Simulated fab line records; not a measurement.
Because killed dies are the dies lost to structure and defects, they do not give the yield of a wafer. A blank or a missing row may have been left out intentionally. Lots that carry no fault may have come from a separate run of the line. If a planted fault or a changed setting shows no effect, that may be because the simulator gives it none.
Comparing a struck lot with a sound one / flow nandHarc / 15 out of 1302 route steps
Sound: wafers L784.1, L784.2, L784.4. The struck wafers were L798.4, L798.5, L798.6. Last of all comes the cause.
For every step that has rows: the tool of each side, followed by ch and its chambers, followed by its first start. Under that, the readings that differ: sound wafers / struck wafers / difference of the means / sigmas: that difference in standard deviations of wafers without a fault.
alike: words and numbers the same on both sides, and readings whose means are apart by under 2 such deviations; not compared: readings that were withheld, readings missing a value for some wafer, numbers with overlapping values and no deviation given by the record, and bounds like >300 which may hide the same value.
A row with sigmas, a row that says differs or no value, or rows on one side alone: a step with any of these is where the two part. When numbers do not overlap yet have no deviation, they are printed without sigmas and do not part them. A reading missing from all wafers of one side parts the sides only when that side holds two or more wafers.

NHARC_A_M0_INSPECT_27:
  struck on defectInspect-02, day 30 20:29; sound on defectInspect-01, day 24 12:04
  alike: rawDefectCount
NHARC_A_M0_PRE_CLEAN_31: time 12 s.
  sound on pecvd-03 ch 0,2, day 24 12:08; struck on pecvd-04 ch 0,1,2, day 30 20:38
  alike: heaterPowerW, susceptorTempC
NHARC_A_M0_DEP_32: deposits SiCN, target thk 30 nm.
  sound on pecvd-03 ch 0,2, day 24 12:15; struck on pecvd-04 ch 0,1,2, day 30 20:49
  alike: heaterPowerW, susceptorTempC
then, 9 steps without rows for these wafers: NHARC_A_M1_DEP_00 (deposits SiOC, target thk 182.5 nm); NHARC_A_M1_DEHYDRATE_01 (time 120 s); NHARC_A_M1_HMDS_02 (time 30 s); NHARC_A_M1_COAT_34 (time 65 s); NHARC_A_M1_COAT_03 (resist thk 90 nm); NHARC_A_M1_SOFTBAKE_04 (time 55 s); NHARC_A_M1_EBR_05; NHARC_A_M1_EXPOSE_06 (exposes mask A M1, target cd 120 nm); NHARC_A_M1_PEB_07 (peb time 65 s).
NHARC_A_M1_DEVELOP_08: develop time 35 s.
  sound on lithoTrack-06 ch 0, day 24 13:00; struck on lithoTrack-06 ch 0, day 30 21:00
reading=developerTempC (C); sound=23.04 23.02 23.04; struck=22.08 22.15 22.02; difference=-0.95; sigmas=-9
NHARC_A_M1_CD_MEAS_09: the cd target is 120 nm.
  sound on cdSem-02 ch 0, day 24 13:37; struck on cdSem-03 ch 0, day 30 21:49
  alike: cdNm
NHARC_END_SORT_01:
  the record has rows for the sound wafers here (prober-01 ch 0, day 26 05:04) and none for the struck ones

== WHERE THEY PART ==
Last at NHARC_END_SORT_01 as far as this record goes, first at NHARC_A_M1_DEVELOP_08.

WHY: what the simulator had put in
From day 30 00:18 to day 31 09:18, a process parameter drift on lithoTrack-06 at NHARC_A_M1_DEVELOP_08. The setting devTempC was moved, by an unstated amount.
